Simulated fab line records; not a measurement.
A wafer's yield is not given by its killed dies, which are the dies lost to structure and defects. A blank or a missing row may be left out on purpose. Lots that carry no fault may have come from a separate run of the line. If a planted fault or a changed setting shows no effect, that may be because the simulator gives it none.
fab line records	flow n5Finfet
record lots=6	wafers=18	lastDay=18
route steps=1938 shown MOL_CONTACT_COAG@624 BEOL_M0_SAQP@632 BEOL_M4@1111
lots with no fault: from the same line, run without faults
startH: start of the lot's first displayed wafer, in hours after the record's first day	waitH: hours since the lot's step before	" as in the row above	L1.1+2: one row covering several wafers at once	- no value present, or no start provided	* or withheld: withheld	< > ~ a bound
route shown NAME@n: names a module that has steps shown in the file, with the first one's number in the route	usual: average and standard deviation across the fault-free wafers	same: alike in all rows	chamber/n: place in a boat	sites: per-site readings	_std_site: how widely they spread, as a standard deviation	_edge_site: inner sites' mean taken away from outer sites' mean	radiusMm: how far each site lies from the wafer's centre	mask NAME#n: copy n	behind: tool/chamber where the wafer was last shaped	hold: reason for holding the lot/hours on hold/outcome of the hold	device: transistor that didn't switch, given as n, p or np	end of line: the route-end tests of the same wafers	step lacking rows: just its recipe	killed: dies that structure and defects cost at the first sort, which is not the same as the wafer's yield	map: shows each die of a wafer: x if killed, . if not, _ if none is there
set.NAME: the run value of the setting; set.NAME@STEP: its run value at that earlier step	model.NAME: the simulator's own value behind a step, which no gauge read
lots at some steps of the route; a table a step, a row a wafer
services: the hour from which a tool's chamber was out of use, counted from the record's first day as startH (under 0 if before that day), plus the number of hours and why
## steps
# step N5_MOL_CONTACT_COAG_CVD_140
# recipe material=W	targetThkA=665	mode=selectiveFill	tempC=300	timeS=215
# step N5_MOL_CONTACT_COAG_PRECLEAN_127
# recipe chemistry=DIW	timeS=57.5	tempC=23
# step N5_MOL_CONTACT_COAG_SRD_128
# recipe dryTimeS=32	dry=n2Spin	spinRpm=1500
# step N5_MOL_CONTACT_COAG_CMP_52
# recipe stopOn=SiO2	tOverpolishS=1.5	postCmpClean=wDiluteNh4oh	downForcePsi=4	platenRpm=50.289	padVelocityMS=1.0006	targetThkNm=66.5
# step N5_MOL_CONTACT_COAG_THK_MEAS_53
# recipe reads=SiO2_of_MOL_CONTACT_COAG_PECVD_31
# usual VIA_MOL_THK=43.9/0.54
lot.wafer	tool	chamber	startH	waitH	VIA_MOL_THK[nm]
L808.1	filmMetro-01	-	137.95	-	44.2
L808.2	"	-	"	"	44.2
L808.5	"	-	"	"	44.2
L809.1	filmMetro-01	-	141.14	-	42.8
L809.2	"	-	"	"	42.7
L809.6	"	-	"	"	44.0
L821.3	filmMetro-01	-	220.19	-	43.9
L821.4	"	-	"	"	44.3
L821.5	"	-	"	"	43.9
L822.2	filmMetro-02	-	221.77	-	43.2
L822.3	"	-	"	"	43.3
L822.6	"	-	"	"	43.4
L823.2	filmMetro-02	-	236.31	-	43.6
L823.5	"	-	"	"	44.0
L823.6	"	-	"	"	44.4
L825.1	filmMetro-01	-	246.24	-	43.3
L825.4	"	-	"	"	44.0
L825.6	"	-	"	"	43.2
# step N5_MOL_CONTACT_COAG_ANNEAL_112
# recipe tempC=400	timeS=1800	ambient=HPD2	pressureAtm=10
# step N5_MOL_CONTACT_COAG_INSPECT_97
# recipe inspectInstrument=darkfield	mode=postAnneal
# usual rawDefectCount=42/17
lot.wafer	tool	chamber	startH	waitH	rawDefectCount
L808.1	defectInspect-02	-	141.02	0.0	45
L808.2	"	-	"	"	50
L808.5	"	-	"	"	31
L809.1	defectInspect-01	-	144.19	0.0	75
L809.2	"	-	"	"	95
L809.6	"	-	"	"	69
L821.3	defectInspect-01	-	223.29	0.1	65
L821.4	"	-	"	"	49
L821.5	"	-	"	"	48
L822.2	defectInspect-02	-	226.25	0.0	42
L822.3	"	-	"	"	47
L822.6	"	-	"	"	27
L823.2	defectInspect-02	-	239.40	0.1	23
L823.5	"	-	"	"	34
L823.6	"	-	"	"	37
L825.1	defectInspect-02	-	249.30	0.0	61
L825.4	"	-	"	"	54
L825.6	"	-	"	"	36
# step N5_BEOL_M0_SAQP_PECVD_00
# recipe material=SiCN	targetThkA=80	tempC=withheld	precursor=3MS/NH3	pressureTorr=3	rfW=202	timeS=14
# step N5_BEOL_M0_SAQP_ILD_DEP_01
# recipe material=SiOC	targetThkA=454.19	tempC=350	precursor=DEMS/O2	pressureTorr=5	rfW=500	timeS=8.7
# step N5_BEOL_M0_SAQP_HM_DEP_02
# recipe material=TiN	targetThkA=120	tempC=25	chamberPressurePa=0.49996
# step N5_BEOL_M0_SAQP_PECVD_03
# recipe material=SiCN	targetThkA=120	tempC=withheld	precursor=3MS/NH3	pressureTorr=3	rfW=202	timeS=21.1
# usual chamberPressureTorr=2.999/0.0059	rfFwdPowerW=199.2/1.1	showerheadPlenumPTorr=3.666/0.02	throttleValvePct=8.9/0.3
lot.wafer	tool	chamber	startH	waitH	chamberPressureTorr	rfFwdPowerW	showerheadPlenumPTorr	throttleValvePct
L808.1	pecvd-04	0	142.08	0.1	2.998	201.2	3.640	8.7
L808.2	"	1	"	"	2.998	199.2	3.653	9.1
L808.5	"	0	"	"	3.002	200.1	3.644	8.9
L809.1	pecvd-03	2	146.07	0.1	2.995	200.3	3.683	8.6
L809.2	"	0	"	"	2.994	197.0	3.714	8.6
L809.6	"	2	"	"	2.996	201.3	3.689	8.9
L821.3	pecvd-02	1	225.45	0.1	2.996	197.5	3.648	9.2
L821.4	"	0	"	"	3.003	199.6	3.656	8.7
L821.5	"	1	"	"	2.995	196.2	3.648	9.1
L822.2	pecvd-03	2	227.31	0.1	3.006	199.7	3.690	8.8
L822.3	"	1	"	"	2.994	199.5	3.672	9.2
L822.6	"	0	"	"	3.000	199.1	3.698	8.7
L823.2	pecvd-04	2	241.29	0.1	3.002	199.2	3.671	9.4
L823.5	"	2	"	"	2.986	200.4	3.683	9.3
L823.6	"	1	"	"	2.992	198.9	3.659	9.3
L825.1	pecvd-02	0	250.07	0.1	2.999	199.2	3.669	8.8
L825.4	"	0	"	"	3.002	200.0	3.657	8.6
L825.6	"	0	"	"	3.003	200.2	3.669	8.7
# step N5_BEOL_M0_SAQP_PECVD_96
# recipe material=a-Si	targetThkA=450	tempC=350	precursor=SiH4/He	pressureTorr=3	rfW=100	timeS=45.2
# usual chamberPressureTorr=2.999/0.0061	heaterPowerOuterW=340/31	heaterPowerW=582/35	showerheadPlenumPTorr=5.67/0.079	throttleValvePct=17.9/0.56
lot.wafer	tool	chamber	startH	waitH	chamberPressureTorr	heaterPowerOuterW	heaterPowerW	showerheadPlenumPTorr	throttleValvePct
L808.1	pecvd-04	0	142.11	0.0	-	-	-	-	-
L808.2	"	1	"	"	-	-	-	-	-
L808.5	"	0	"	"	-	-	-	-	-
L809.1	pecvd-03	2	146.10	0.0	-	-	-	-	-
L809.2	"	0	"	"	-	-	-	-	-
L809.6	"	2	"	"	-	-	-	-	-
L821.3	pecvd-02	1	225.47	0.0	2.999	319	582	5.57	18.0
L821.4	"	0	"	"	3.002	335	553	5.66	17.4
L821.5	"	1	"	"	2.996	323	584	5.58	17.9
L822.2	pecvd-03	2	227.33	0.0	2.997	352	655	5.75	17.7
L822.3	"	1	"	"	2.998	328	578	5.70	18.8
L822.6	"	0	"	"	3.001	338	590	5.83	17.5
L823.2	pecvd-04	2	241.32	0.0	2.997	349	591	5.73	18.5
L823.5	"	2	"	"	3.001	349	583	5.73	18.3
L823.6	"	1	"	"	3.007	349	614	5.61	18.5
L825.1	pecvd-02	0	250.11	0.0	3.007	332	533	5.66	17.6
L825.4	"	0	"	"	2.994	327	558	5.66	17.4
L825.6	"	0	"	"	2.993	336	542	5.65	17.6
# step N5_BEOL_M0_SAQP_PECVD_97
# recipe material=SiNx	targetThkA=230	tempC=350	precursor=SiH4/NH3/N2	pressureTorr=1.5	rfW=300	timeS=19.9
# usual chamberPressureTorr=1.500/0.0034	heaterPowerOuterW=290/32	heaterPowerW=515/37	showerheadPlenumPTorr=5.15/0.11	throttleValvePct=39.3/1.2
lot.wafer	tool	chamber	startH	waitH	chamberPressureTorr	heaterPowerOuterW	heaterPowerW	showerheadPlenumPTorr	throttleValvePct
L808.1	pecvd-04	0	142.16	0.0	1.495	346	543	5.01	38.2
L808.2	"	1	"	"	1.497	289	525	5.05	41.0
L808.5	"	0	"	"	1.492	341	533	5.00	38.4
L809.1	pecvd-03	2	146.15	0.0	1.499	300	573	5.26	38.1
L809.2	"	0	"	"	1.505	286	533	5.34	38.3
L809.6	"	2	"	"	1.498	298	560	5.26	38.3
L821.3	pecvd-02	1	225.52	0.0	1.497	274	508	5.01	39.5
L821.4	"	0	"	"	1.501	244	433	5.12	38.2
L821.5	"	1	"	"	1.499	267	508	5.00	39.6
L822.2	pecvd-03	2	227.38	0.0	1.501	303	573	5.26	38.9
L822.3	"	1	"	"	1.498	294	557	5.19	41.2
L822.6	"	0	"	"	1.498	292	518	5.33	38.4
L823.2	pecvd-04	2	241.36	0.0	1.511	294	527	5.23	40.7
L823.5	"	2	"	"	1.503	293	537	5.23	40.7
L823.6	"	1	"	"	1.498	256	494	5.06	40.8
L825.1	pecvd-02	0	250.18	0.0	1.498	244	437	5.13	38.8
L825.4	"	0	"	"	1.500	239	428	5.13	38.5
L825.6	"	0	"	"	1.496	251	436	5.12	38.8
# step N5_BEOL_M0_SAQP_PECVD_04
# recipe material=a-Si	targetThkA=600	tempC=350	precursor=SiH4/He	pressureTorr=3	rfW=100	timeS=60.2
# step N5_BEOL_M0_SAQP_THK_MEAS_05
# usual thkNm=60.0/0.75
lot.wafer	tool	chamber	startH	waitH	thkNm
L808.1	filmMetro-02	-	142.29	0.1	59.8
L808.2	"	-	"	"	58.8
L808.5	"	-	"	"	60.4
L809.1	filmMetro-02	-	146.28	0.1	60.4
L809.2	"	-	"	"	59.1
L809.6	"	-	"	"	61.2
L821.3	filmMetro-01	-	225.66	0.1	59.1
L821.4	"	-	"	"	60.6
L821.5	"	-	"	"	60.2
L822.2	filmMetro-02	-	227.52	0.1	60.4
L822.3	"	-	"	"	59.1
L822.6	"	-	"	"	60.1
L823.2	filmMetro-02	-	241.50	0.1	59.4
L823.5	"	-	"	"	60.2
L823.6	"	-	"	"	60.7
L825.1	filmMetro-01	-	250.37	0.1	59.0
L825.4	"	-	"	"	59.4
L825.6	"	-	"	"	59.9
# step N5_BEOL_M0_SAQP_HM_DEP_111
# recipe material=SiO2	targetThkA=120	tempC=400	precursor=SiH4/N2O	pressureTorr=0.75	rfW=275	timeS=7.2
# step N5_BEOL_M0_SAQP_COAT_81
# recipe resist=SOC	tempC=250	timeS=60	spinRpm=1500	resistThkNm=100
# step N5_BEOL_M0_SAQP_COAT_82
# recipe resist=SiARC	tempC=220	timeS=60	spinRpm=1500	resistThkNm=30
# step N5_BEOL_M0_SAQP_COAT_08
# recipe resist=CAR-ArF	spinRpm=1500	resistThkNm=90
# step N5_BEOL_M0_SAQP_EBR_10
# recipe solvent=PGMEA	ebrWidthMm=1.5
# step N5_BEOL_M0_SAQP_SOFTBAKE_09
# recipe tempC=110	timeS=60	resist=CAR-ArF
# step N5_BEOL_M0_SAQP_EXPOSE_11
# recipe maskId=M0_CORE	na=1.35	sourceShape=dipole	sigmaInner=0.538	sigmaOuter=0.738	polarization=te	targetCdNm=42	doseMj=55
# step N5_BEOL_M0_SAQP_PEB_12
# recipe pebTempC=withheld	pebTimeS=60	resist=CAR-ArF
# step N5_BEOL_M0_SAQP_DEVELOP_13
# recipe developTimeS=30	developer=TMAH	resist=CAR-ArF	devTempC=23	rinseLiquid=diw	dry=airSpin
# step N5_BEOL_M0_SAQP_CD_MEAS_14
# recipe targetCdNm=42.5	landingEnergyEv=500	detector=seInlens
# usual cdNm=42.4/0.36
lot.wafer	tool	chamber	startH	waitH	cdNm
L808.1	cdSem-02	0	142.65	-	42.7
L808.2	"	0	"	"	43.0
L808.5	"	0	"	"	42.5
L809.1	cdSem-03	0	146.79	-	42.6
L809.2	"	0	"	"	42.3
L809.6	"	0	"	"	42.3
L821.3	cdSem-01	0	226.14	-	42.0
L821.4	"	0	"	"	41.9
L821.5	"	0	"	"	42.8
L822.2	cdSem-02	0	228.00	-	41.8
L822.3	"	0	"	"	42.5
L822.6	"	0	"	"	41.7
L823.2	cdSem-02	0	241.86	-	42.1
L823.5	"	0	"	"	42.8
L823.6	"	0	"	"	42.4
L825.1	cdSem-03	0	250.72	-	41.5
L825.4	"	0	"	"	42.0
L825.6	"	0	"	"	41.8
# step N5_BEOL_M0_SAQP_OVL_MEAS_15
# recipe pointsPerWafer=44
# usual M0_CORE_OVL=0.1/0.72
lot.wafer	tool	chamber	startH	waitH	M0_CORE_OVL[nm]
L808.1	overlay-01	0	142.68	0.0	-0.3
L808.2	"	0	"	"	0.6
L808.5	"	0	"	"	0.2
L809.1	overlay-02	0	146.82	0.0	0.3
L809.2	"	0	"	"	-1.0
L809.6	"	0	"	"	-1.1
L821.3	overlay-01	0	226.17	0.0	0.1
L821.4	"	0	"	"	-0.4
L821.5	"	0	"	"	-0.3
L822.2	overlay-01	0	228.03	0.0	0.4
L822.3	"	0	"	"	1.4
L822.6	"	0	"	"	0.9
L823.2	overlay-01	0	241.89	0.0	0.3
L823.5	"	0	"	"	-0.5
L823.6	"	0	"	"	-0.7
L825.1	overlay-02	0	250.76	0.0	-0.5
L825.4	"	0	"	"	-0.8
L825.6	"	0	"	"	0.0
# step N5_BEOL_M0_SAQP_INSPECT_16
# recipe mode=adi	inspectInstrument=brightfield
# usual rawDefectCount=510/120
lot.wafer	tool	chamber	startH	waitH	rawDefectCount
L808.1	defectInspect-01	-	142.71	0.0	362
L808.2	"	-	"	"	446
L808.5	"	-	"	"	559
L809.1	defectInspect-02	-	146.84	0.0	826
L809.2	"	-	"	"	727
L809.6	"	-	"	"	611
L821.3	defectInspect-02	-	226.19	0.0	656
L821.4	"	-	"	"	530
L821.5	"	-	"	"	469
L822.2	defectInspect-01	-	228.05	0.0	656
L822.3	"	-	"	"	734
L822.6	"	-	"	"	849
L823.2	defectInspect-01	-	241.91	0.0	342
L823.5	"	-	"	"	425
L823.6	"	-	"	"	541
L825.1	defectInspect-01	-	250.78	0.0	429
L825.4	"	-	"	"	520
L825.6	"	-	"	"	574
# step N5_BEOL_M0_SAQP_DESCUM_19
# recipe chemistry=O2	timeS=7.9	sourcePowerW=50	biasPowerW=20	pressureMtorr=20	rfFrequencyHz=2.712e+07	tempC=40	resist=CAR-ArF	o2FlowSccm=225
# step N5_BEOL_M0_SAQP_ETCH_83
# recipe chemistry=CF4	target=SiARC	targetDepthA=390	maskMaterial=CAR-ArF	timeS=65	ionEnergyEv=80	pressureMtorr=40	sourceW=545	biasW=36	Ar_flow_sccm=100	cf4FlowSccm=100	ends=cleared
# usual drypumpMotorCurrentA=5.7/0.41	etchRfOnTimeS=64.6/1	oesProductAu=0.65/0.07	rfVppV=183.7/1.2	showerheadPlenumPTorr=2.10/0.074	throttleValvePct=15.51/0.26
lot.wafer	tool	chamber	startH	waitH	drypumpMotorCurrentA	etchRfOnTimeS	oesProductAu	rfHoursCounterH	rfVppV	showerheadPlenumPTorr	throttleValvePct
L808.1	rieDiel-03	0	142.78	0.0	6.0	64.5	0.58	226	186.0	2.10	15.43
L808.2	"	3	"	"	5.7	64.8	0.59	225	184.8	2.13	15.83
L808.5	"	3	"	"	5.7	65.4	0.58	-	184.3	2.13	15.83
L809.1	rieDiel-04	0	147.05	0.0	5.8	64.9	0.60	232	182.6	2.11	15.89
L809.2	"	3	"	"	5.2	64.2	0.61	197	182.8	2.04	15.55
L809.6	"	2	"	"	6.2	65.9	0.76	-	184.9	2.18	15.11
L821.3	rieDiel-01	3	226.28	0.0	5.6	66.6	0.63	166	185.0	2.23	15.53
L821.4	"	0	"	"	5.0	66.1	0.77	21	184.5	2.10	15.21
L821.5	"	1	"	"	5.8	64.1	0.72	-	182.7	2.09	15.35
L822.2	rieDiel-04	2	228.12	0.0	6.2	65.8	0.73	61	183.7	2.18	15.18
L822.3	"	1	"	"	5.7	64.3	0.64	153	181.0	1.97	15.38
L822.6	"	2	"	"	6.2	66.3	0.73	-	183.3	2.18	15.15
L823.2	rieDiel-04	2	241.98	0.0	6.2	65.6	0.73	66	186.0	2.17	15.17
L823.5	"	2	"	"	6.2	65.8	0.72	-	183.4	2.17	15.18
L823.6	"	1	"	"	5.7	64.5	0.64	-	181.3	1.97	15.42
L825.1	rieDiel-03	2	250.85	0.0	5.0	63.1	0.77	30	185.6	2.18	15.30
L825.4	"	1	"	"	6.3	62.3	0.80	-	183.5	2.19	15.57
L825.6	"	3	"	"	5.7	65.5	0.57	-	184.0	2.12	15.89
# step N5_BEOL_M0_SAQP_ETCH_84
# recipe chemistry=N2/H2	target=SOC	targetDepthA=1000	overetchA=200	maskMaterial=SiARC	tempC=40	timeS=150	ionEnergyEv=200	pressureMtorr=30	sourceW=840	biasW=150	n2FlowSccm=200	h2FlowSccm=200
# step N5_BEOL_M0_SAQP_STRIP_80
# recipe chemistry=N2/H2	tempC=40	n2FlowSccm=200	h2FlowSccm=200	rfFrequencyHz=6e+07
# step N5_BEOL_M0_SAQP_HM_OPEN_112
# recipe chemistry=CHF3/O2	target=SiO2	stopOn=a-Si	targetDepthA=120	overEtchFrac=1.25	maskMaterial=SOC	timeS=13.5	pressureMtorr=30	sourceW=650	biasW=170	Ar_flow_sccm=200	CHF3_flow_sccm=50	O2_flow_sccm=5	ionEnergyEv=200	ends=endPoint
# step N5_BEOL_M0_SAQP_STRIP_113
# recipe chemistry=CHF3/O2	resist=SiARC	rfFrequencyHz=6e+07
# step N5_BEOL_M0_SAQP_MANDREL_ETCH_20
# recipe targetDepthA=600	chemistry=HBr/Cl2	target=a-Si	stopOn=SiNx	btTimeS=10	maskMaterial=SOC	overEtchFrac=0.5	timeS=30	pressureMtorr=10	icpW=800	biasW=75	HBr_flow_sccm=150	Cl2_flow_sccm=80	ends=endPoint
# usual drypumpMotorCurrentA=5.7/0.42	oesProductAu=0.780/0.013	throttleValvePct=35.5/0.35
lot.wafer	tool	chamber	startH	waitH	drypumpMotorCurrentA	oesProductAu	rfHoursCounterH	throttleValvePct
L808.1	rieSi-05	1	143.02	0.0	5.4	0.771	0	35.6
L808.2	"	2	"	"	5.4	0.794	51	35.3
L808.5	"	0	"	"	6.0	0.765	-	35.5
L809.1	rieSi-05	2	147.29	0.0	5.4	0.796	52	35.3
L809.2	"	1	"	"	5.4	0.773	0	35.6
L809.6	"	1	"	"	5.4	0.784	-	35.6
L821.3	rieSi-06	2	226.52	0.0	5.3	0.789	106	35.6
L821.4	"	3	"	"	5.9	0.772	165	35.5
L821.5	"	3	"	"	5.9	0.778	-	35.5
L822.2	rieSi-06	0	228.36	0.0	5.6	0.773	5	35.1
L822.3	"	3	"	"	5.9	0.766	165	35.5
L822.6	"	0	"	"	5.6	0.772	-	35.1
L823.2	rieSi-06	1	242.22	0.0	5.1	0.757	3	35.5
L823.5	"	0	"	"	5.6	0.768	-	35.1
L823.6	"	3	"	"	5.9	0.783	-	35.5
L825.1	rieSi-05	0	251.09	0.0	6.0	0.782	1	35.8
L825.4	"	3	"	"	6.5	0.789	31	36.2
L825.6	"	1	"	"	5.4	0.773	-	35.6
# step N5_BEOL_M0_SAQP_STRIP_86
# recipe chemistry=N2/H2	powerW=500	tempC=40	pressureMtorr=50	rfFrequencyHz=6e+07	overashFraction=0.3	biasPowerW=28	h2Frac=0.5	n2FlowSccm=300	h2FlowSccm=300
# step N5_BEOL_M0_SAQP_STRIP_115
# recipe chemistry=postEtchResidueRemover	timeS=60	tempC=25	removerPh=withheld	removerWaterWtPct=withheld	removerFluorideWtPct=withheld
# step N5_BEOL_M0_SAQP_SRD_93
# recipe dry=ipaMarangoni	timeS=30	tempC=23	rinseLiquid=diw
# step N5_BEOL_M0_SAQP_RECESS_114
# recipe chemistry=HF/NH3	target=SiO2	targetDepthA=144	afsCycles=3	tempC=30	sublimationTempC=180	sublimationTimeS=60
# step N5_BEOL_M0_SAQP_SPACER1_ALD_98
# recipe material=SiO2	targetThkA=128	tempC=300	aldPrecursorFamily=BDEAS	aldCoReactant=O2-plasma	pulseTimeS=1	purgeTimeS=2	coReactantPurgeTimeS=2	aldCycles=138	pressureTorr=2
# usual heaterPowerW=448/60	precursorPulseHeightRel=0.997/0.02
lot.wafer	tool	chamber	startH	waitH	heaterPowerW	precursorPulseHeightRel
L808.1	aldSin-02	0	143.63	0.3	498	1.002
L808.2	"	3	"	"	481	1.014
L808.5	"	3	"	"	480	0.962
L809.1	aldSin-02	1	147.95	0.3	374	1.008
L809.2	"	2	"	"	477	1.036
L809.6	"	2	"	"	462	0.981
L821.3	aldSin-04	3	228.50	1.5	371	0.980
L821.4	"	0	"	"	536	1.003
L821.5	"	1	"	"	441	1.008
L822.2	aldSin-04	0	229.06	0.3	538	1.006
L822.3	"	2	"	"	492	0.997
L822.6	"	0	"	"	533	0.978
L823.2	aldSin-02	1	242.83	0.3	383	0.991
L823.5	"	2	"	"	472	1.011
L823.6	"	1	"	"	395	1.019
L825.1	aldSin-02	3	251.83	0.3	499	0.972
L825.4	"	0	"	"	493	0.969
L825.6	"	2	"	"	474	0.992
# step N5_BEOL_M0_SAQP_SPACER1_ETCHBACK_99
# recipe chemistry=CHF3/O2	mode=anisotropicEtchback	target=SiO2	targetDepthA=154	timeS=7.7	pressureMtorr=30	sourceW=650	biasW=170	Ar_flow_sccm=200	CHF3_flow_sccm=50	O2_flow_sccm=5	ionEnergyEv=200
# step N5_BEOL_M0_SAQP_MANDREL1_REMOVE_100
# recipe chemistry=HBr/Cl2/O2	btTimeS=10	target=a-Si	stopOn=SiNx	endpoint=OES-SiCl	overEtchFrac=0.85	icpW=600	biasW=30	HBr_flow_sccm=150	Cl2_flow_sccm=80	O2_flow_sccm=5	pressureMtorr=10
# step N5_BEOL_M0_SAQP_MANDREL_ETCH_103
# recipe chemistry=HBr/Cl2	target=a-Si	targetDepthA=450	btTimeS=10	stopOn=SiCN	maskMaterial=SiO2	overEtchFrac=0.8	timeS=27	pressureMtorr=10	icpW=800	biasW=75	HBr_flow_sccm=150	Cl2_flow_sccm=80	ends=endPoint
# usual drypumpMotorCurrentA=5.7/0.42	oesProductAu=0.686/0.013	throttleValvePct=35.5/0.33
lot.wafer	tool	chamber	startH	waitH	drypumpMotorCurrentA	oesProductAu	rfHoursCounterH	throttleValvePct	model.etch.depthNm
L808.1	rieSi-02	1	144.50	0.0	5.7	0.287	39	35.8	0
L808.2	"	3	"	"	5.5	0.280	179	36.2	0
L808.5	"	3	"	"	5.5	0.277	-	36.2	0
L809.1	rieSi-02	1	148.84	0.0	5.7	0.298	39	35.9	0
L809.2	"	3	"	"	5.5	0.282	179	36.2	0
L809.6	"	2	"	"	5.4	0.292	-	36.2	0
L821.3	rieSi-02	1	229.40	0.0	5.7	0.700	41	35.0	45.22
L821.4	"	0	"	"	5.7	0.691	143	35.4	45.6
L821.5	"	3	"	"	5.5	0.670	-	35.3	45.61
L822.2	rieSi-05	2	230.11	0.0	5.4	0.707	53	35.3	45.29
L822.3	"	3	"	"	6.6	0.688	31	36.2	45.06
L822.6	"	0	"	"	6.0	0.707	-	35.7	46.57
L823.2	rieSi-06	0	243.69	0.0	5.6	0.662	5	35.1	43.93
L823.5	"	0	"	"	5.6	0.674	-	35.1	44.69
L823.6	"	1	"	"	5.1	0.685	-	35.5	45.6
L825.1	rieSi-06	2	252.68	0.0	5.3	0.691	107	35.6	44.33
L825.4	"	1	"	"	5.1	0.662	4	35.5	44.82
L825.6	"	0	"	"	5.6	0.682	-	35.1	45.4
# step N5_BEOL_M0_SAQP_MANDREL2_REMOVE_110
# recipe chemistry=HBr/Cl2/O2	btTimeS=10	target=a-Si	stopOn=SiCN	endpoint=OES-SiCl	overEtchFrac=1	icpW=600	biasW=30	HBr_flow_sccm=150	Cl2_flow_sccm=80	O2_flow_sccm=5	pressureMtorr=10
# usual drypumpMotorCurrentA=5.58/0.29	oes_o_777_au=1.00/0.038	oesProductAu=1.005/0.019	throttleValvePct=36.61/0.26
lot.wafer	tool	chamber	startH	waitH	drypumpMotorCurrentA	oes_o_777_au	oesProductAu	rfHoursCounterH	throttleValvePct	model.BEOL_M0_SAQP.cdNm
L808.1	rieSi-06	3	146.05	0.1	5.90	1.05	1.005	163	36.73	13
L808.2	"	1	"	"	5.06	0.94	0.979	2	36.77	12.8
L808.5	"	0	"	"	5.59	0.96	0.991	-	36.33	12.8
L809.1	rieSi-02	3	150.40	0.1	5.52	1.02	0.991	179	36.58	13
L809.2	"	0	"	"	5.71	1.06	1.010	141	36.69	13
L809.6	"	3	"	"	5.52	1.01	0.985	-	36.58	13
L821.3	rieSi-02	3	231.22	0.1	5.51	1.01	0.989	180	36.60	15
L821.4	"	2	"	"	5.41	0.99	1.024	180	36.57	14.8
L821.5	"	1	"	"	5.65	0.96	1.033	-	36.22	14.8
L822.2	rieSi-02	0	234.58	0.1	5.74	1.05	1.000	143	36.69	14.8
L822.3	"	1	"	"	5.69	0.97	1.021	41	36.22	15
L822.6	"	3	"	"	5.53	1.02	0.969	-	36.58	15.2
L823.2	rieSi-02	2	245.59	0.1	5.39	1.00	1.023	180	36.57	15.2
L823.5	"	1	"	"	5.72	0.97	1.037	-	36.21	15.2
L823.6	"	2	"	"	5.41	0.99	1.018	-	36.57	15
L825.1	rieSi-02	3	254.16	0.1	5.50	1.01	0.975	181	36.59	15
L825.4	"	2	"	"	5.38	1.00	1.014	181	36.57	15
L825.6	"	0	"	"	5.70	1.06	1.000	-	36.70	14.8
# step N5_BEOL_M0_SAQP_CD_MEAS_29
# recipe targetCdNm=14.4	landingEnergyEv=1000	detector=seInlens
# usual cdNm=14.98/0.23
lot.wafer	tool	chamber	startH	waitH	cdNm
L808.1	cdSem-01	0	146.16	0.1	-
L808.2	"	0	"	"	-
L808.5	"	0	"	"	-
L809.1	cdSem-03	0	150.51	0.1	-
L809.2	"	0	"	"	-
L809.6	"	0	"	"	-
L821.3	cdSem-02	0	231.34	0.1	14.96
L821.4	"	0	"	"	15.10
L821.5	"	0	"	"	14.81
L822.2	cdSem-03	0	234.69	0.1	14.89
L822.3	"	0	"	"	14.59
L822.6	"	0	"	"	15.20
L823.2	cdSem-01	0	245.70	0.1	14.90
L823.5	"	0	"	"	15.54
L823.6	"	0	"	"	14.84
L825.1	cdSem-03	0	254.27	0.1	15.08
L825.4	"	0	"	"	14.89
L825.6	"	0	"	"	14.47
# step N5_BEOL_M4_RC_MEAS_101
# usual DIBL_N=36.5/1.4	DIBL_P=36.6/1.9	IOFF_N=0.167/0.029	IOFF_P=0.21/0.033	ION_N=674/12	ION_P=460/8.9	SS_N=71.6/0.57	SS_P=73.4/0.61	VT_N=249/3.3	VT_P=-250/3.3
lot.wafer	tool	chamber	startH	waitH	DIBL_N[mV/V]	DIBL_P[mV/V]	IOFF_N[nA/um]	IOFF_P[nA/um]	ION_N[uA/um]	ION_P[uA/um]	SS_N[mV/dec]	SS_P[mV/dec]	VT_N[mV]	VT_P[mV]
L821.3	prober-02	0	287.07	0.3	38.7	38.4	0.205	0.22	686	457	71.3	74.2	245	-250
L821.4	"	0	"	"	37.2	38.2	0.190	0.21	698	470	71.8	73.4	246	-251
L821.5	"	0	"	"	38.9	39.4	0.218	0.24	693	463	72.1	75.1	245	-250
L822.2	prober-02	0	289.73	0.2	34.5	34.1	0.130	0.17	665	452	71.2	73.4	254	-255
L822.3	"	0	"	"	34.9	34.9	0.131	0.19	664	461	70.8	73.2	257	-253
L822.6	"	0	"	"	34.6	33.9	0.125	0.17	663	449	71.4	73.2	257	-255
L823.2	prober-02	0	295.33	0.2	36.9	38.4	0.195	0.26	682	473	71.7	73.6	243	-246
L823.5	"	0	"	"	34.3	34.8	0.140	0.20	667	461	70.7	73.1	251	-251
L823.6	"	0	"	"	37.8	39.7	0.221	0.30	698	475	71.8	74.1	243	-245
L825.1	prober-01	0	308.55	0.0	40.7	41.6	0.277	0.33	690	470	73.3	75.1	240	-244
L825.4	"	0	"	"	35.2	34.5	0.134	0.19	649	447	72.0	72.4	253	-250
L825.6	"	0	"	"	35.7	35.9	0.154	0.22	669	458	71.7	72.8	249	-250
## services
tool	chamber	startH	hours	kind
pecvd-02	0	120.07	2.1	scheduledDown
pecvd-04	-	120.08	3.5	repair
aldSin-04	1	126.36	4.3	repair
rieDiel-04	1	136.39	8.7	repair
rieDiel-03	2	142.38	-	clean
rieSi-05	0	146.12	-	clean
rieSi-05	0	146.12	25.2	scheduledDown
rieSi-05	0	146.12	25.2	ventCycle
pecvd-03	1	157.84	3.6	repair
pecvd-02	0	158.88	-	calibration
rieSi-05	3	179.11	1.7	repair
rieDiel-01	1	186.61	6.5	repair
rieDiel-04	3	198.65	1.7	repair
aldSin-04	-	206.12	6.1	pm
pecvd-02	0	206.64	4.7	repair
rieSi-05	1	213.17	7.1	repair
rieDiel-01	1	218.33	2.2	repair
rieDiel-04	0	235.68	-	clean
rieDiel-04	0	235.68	-	consumableReplace:focusRing
rieDiel-04	0	235.68	26.3	scheduledDown
rieDiel-04	0	235.68	26.3	ventCycle
rieDiel-04	-	237.68	2.8	pm
pecvd-03	-	238.67	4.3	pm
pecvd-02	1	248.81	16.5	scheduledDown
## key
firstSign step=N5_BEOL_M0_SAQP_PECVD_96	reading=toolRecord	direction=missing
effect step=N5_BEOL_M0_SAQP_MANDREL_ETCH_103	reading=oesProductAu	direction=down	sigmas=30	usual=0.686	struck=0.286
effect step=N5_BEOL_M0_SAQP_CD_MEAS_29	reading=cdNm	direction=missing
modelEffect step=N5_BEOL_M0_SAQP_MANDREL_ETCH_103	value=etch.depthNm	without=45.37	struck=0
modelEffect step=N5_BEOL_M0_SAQP_MANDREL2_REMOVE_110	value=BEOL_M0_SAQP.cdNm	without=15	struck=12.93
metAt N5_BEOL_M0_SAQP_PECVD_96
struckWafers L808.1,L808.2,L808.5,L809.1,L809.2,L809.6
laterRowsLeftOut L808.1,L808.2,L808.5,L809.1,L809.2,L809.6
sortLeftOut L808.1,L808.2,L808.5,L809.1,L809.2,L809.6
fault kind=skippedStepWhole	tool=pecvd-03,pecvd-04	chamber=-	onsetH=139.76	steps=N5_BEOL_M0_SAQP_PECVD_96	scope=struckLotsOnly
# sortLeftOut: the simulated sort isn't trusted on such a fault, so these wafers' sort isn't shown, and their yield isn't known
# laterRowsLeftOut: the simulator's readings of these wafers behind a module that went badly wrong aren't trusted and aren't shown, but for the sort
